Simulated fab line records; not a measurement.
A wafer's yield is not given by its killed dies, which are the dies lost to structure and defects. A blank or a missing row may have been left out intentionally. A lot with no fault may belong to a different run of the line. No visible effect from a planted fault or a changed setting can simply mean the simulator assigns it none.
A lot that was struck, set against a sound lot + flow n5_finfet + 17 out of 1938 route steps
Sound: the wafers L145.2, L145.4, L145.6. Wafers L143.3, L143.4 were the ones struck. At the end, the cause is stated.
At each step with rows: each side's tool, then ch and its chambers, then its first start. Under that, the readings that differ: sound wafers + struck wafers + difference of the means + sigmas: that difference in standard deviations of wafers without a fault.
alike: words and numbers the same on both sides, and readings whose means are apart by under 2 such deviations; not compared: readings that were withheld, readings missing a value for some wafer, numbers with overlapping values and no deviation given by the record, and bounds like >300 which may hide the same value.
Wherever a step has rows on one side only, a row that says differs or no value, or a row with sigmas, the two part there. Numbers that have no deviation but don't overlap get no sigmas and don't part them. A reading that every wafer of one side lacks parts them only if that side has two wafers or more.

first, 6 steps without rows for these wafers: N5_BEOL_M5_COAT_22 (resist thk 30 nm); N5_BEOL_M5_EBR_24; N5_BEOL_M5_SOFTBAKE_23 (time 60 s); N5_BEOL_M5_EXPOSE_25 (exposes mask V4, defocus 10 nm); N5_BEOL_M5_PEB_26 (peb time 60 s); N5_BEOL_M5_DEVELOP_27 (develop time 30 s).
N5_BEOL_M5_CD_MEAS_28: target cd 30.6 nm, target cd y 20 nm.
  sound on cd_sem-03 ch 0, day 12 08:17; struck on cd_sem-02 ch 0, day 12 01:53
  alike: cd_nm
N5_BEOL_M5_OVL_MEAS_29:
  sound on overlay-02 ch 0, day 12 08:20; struck on overlay-01 ch 0, day 12 01:55
  alike: V4_OVL
N5_BEOL_M5_INSPECT_30: inspects for defects (brightfield).
  sound on defect_inspect-02, day 12 08:23; struck on defect_inspect-01, day 12 01:58
  alike: raw_defect_count
N5_BEOL_M5_DESCUM_33: chemistry O2, time 7 s.
  sound on rie_diel-05 ch 0,2,3, day 12 08:25; struck on rie_diel-04 ch 0, day 12 02:22
| reading                | sound             | struck      | difference | sigmas |
|------------------------|-------------------|-------------|------------|--------|
| throttle_valve_pct (%) | 20.71 20.66 20.43 | 20.31 20.31 | -0.29      | -2     |
  alike: bias_power_w, drypump_motor_current_A, oes_product_au, rf_vpp_V, showerhead_plenum_p_Torr
  not compared: rf_hours_counter_h
N5_BEOL_M5_ETCH_75: etches underlayer in N2/H2, target depth 6.5 nm, time 5.2 s.
  sound on rie_diel-05 ch 0,2,3, day 12 08:27; struck on rie_diel-04 ch 0, day 12 02:24
| reading                | sound             | struck      | difference | sigmas |
|------------------------|-------------------|-------------|------------|--------|
| throttle_valve_pct (%) | 18.14 18.22 17.93 | 17.70 17.71 | -0.39      | -3     |
  alike: drypump_motor_current_A, etch_rf_on_time_s, h2_flow_sccm, oes_product_au, rf_vpp_V, showerhead_plenum_p_Torr
  not compared: rf_hours_counter_h
N5_BEOL_M5_ETCH_67: etches SiARC in CF4, target depth 15.6 nm, time 26 s.
  sound on rie_diel-05 ch 0,2,3, day 12 08:28; struck on rie_diel-04 ch 0, day 12 02:25
| reading                | sound             | struck      | difference | sigmas |
|------------------------|-------------------|-------------|------------|--------|
| throttle_valve_pct (%) | 15.92 15.81 15.60 | 15.43 15.42 | -0.35      | -2     |
  alike: drypump_motor_current_A, etch_rf_on_time_s, oes_product_au, rf_vpp_V, showerhead_plenum_p_Torr
  not compared: rf_hours_counter_h
N5_BEOL_M5_ETCH_68: etches SOC in N2/H2, target depth 80 nm, overetch 16 nm, time 120 s.
  sound on rie_diel-05 ch 0,2,3, day 12 08:30; struck on rie_diel-04 ch 0, day 12 02:27
| reading                                    | sound             | struck      | difference | sigmas |
|--------------------------------------------|-------------------|-------------|------------|--------|
| throttle_valve_pct (%)                     | 18.07 18.17 17.88 | 17.66 17.65 | -0.38      | -3     |
| model.SiARC_of_BEOL_M5_COAT_66.thk_nm (nm) | 6.6 6.6 6.2       | 8.2 8       | +1.6       |        |
| model.BEOL_M5.cd_nm (nm)                   | 28.2 28 28.2      | 27.6 27.8   | -0.4       |        |
  alike: drypump_motor_current_A, h2_flow_sccm, oes_product_au, rf_vpp_V, showerhead_plenum_p_Torr
  not compared: rf_hours_counter_h
then, 2 steps without rows for these wafers: N5_BEOL_M5_STRIP_69 (strips in N2/H2); N5_BEOL_M5_STRIP_76 (strips in N2/H2).
N5_BEOL_M5_VIA_ETCH_34: etches SiCOH lowk in C4F6/O2, target depth 88.3 nm, time 39.2 s.
  sound on rie_diel-05 ch 0,2,3, day 12 08:36; struck on rie_diel-04 ch 0, day 12 02:33
| reading                | sound             | struck      | difference | sigmas |
|------------------------|-------------------|-------------|------------|--------|
| throttle_valve_pct (%) | 21.12 21.21 20.89 | 20.69 20.67 | -0.39      | -2     |
  alike: drypump_motor_current_A, oes_product_au, rf_vpp_V, showerhead_plenum_p_Torr
  not compared: rf_hours_counter_h, model.BEOL_M5.cd_nm
then, 1 step without rows for these wafers: N5_BEOL_M5_STRIP_85 (strips in C4F6/O2).

## WHERE THEY PART
At N5_BEOL_M5_DESCUM_33 first; at N5_BEOL_M5_VIA_ETCH_34 last (within this record only).

WHY: what had been put in by the simulator
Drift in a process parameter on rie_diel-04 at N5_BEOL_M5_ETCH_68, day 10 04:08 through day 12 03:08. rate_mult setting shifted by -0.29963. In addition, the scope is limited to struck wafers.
